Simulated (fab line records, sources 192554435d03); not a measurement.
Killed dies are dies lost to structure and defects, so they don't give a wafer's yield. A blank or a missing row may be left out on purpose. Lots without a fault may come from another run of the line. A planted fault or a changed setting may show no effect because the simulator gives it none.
Chamber matching | flow n5_finfet | N5_BEOL_M1_DEP_57 on pecvd-03: 3 sister chambers
The step deposits SiCN from 3MS/NH3, target thk 8 nm, time 14 s. 3 wafers are shown with their chamber, then 9 later ones without.

WAFERS WITH THEIR CHAMBER
wafer  | chamber | throttle_valve_pct (%)
L088.3 | 2       | 8.1
L088.5 | 0       | 9.9
L088.6 | 1       | 8.7

WAFERS WITHOUT THEIR CHAMBER
wafer  | throttle_valve_pct (%)
L090.1 | 8.6
L090.2 | 7.9
L090.6 | 8.2
L091.3 | 9.6
L091.4 | 9.4
L091.5 | 8.6
L096.1 | 8.8
L096.2 | 8.2
L096.4 | 9.0

WHICH CHAMBER EACH WENT THROUGH
wafer  | from the rows above     | in truth
L090.1 | can't be placed: 1 or 2 | 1
L090.2 | 2                       | 2
L090.6 | can't be placed: 2 or 1 | 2
L091.3 | 0                       | 0
L091.4 | can't be placed: 0 or 1 | 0
L091.5 | can't be placed: 1 or 2 | 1
L096.1 | 1                       | 1
L096.2 | can't be placed: 2 or 1 | 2
L096.4 | 1                       | 1
Placed correctly: 4 of 9. Can't be placed from these rows: 5 (the true chamber is among the candidates in 5). Placed wrongly: 0.
How it was worked out, from the rows above alone: a wafer's distance from a chamber is the root of the sum, over the readings, of the square of ((its reading less the chamber's mean) divided by the reading's scatter). The wafer belongs to the nearest chamber; if the next one is less than 2 further off, it can't be placed. A chamber's mean is the mean of its shown wafers. The scatter: with one shown wafer a chamber, the root of the mean of the squares of how far each hidden wafer lies from its nearest shown one.
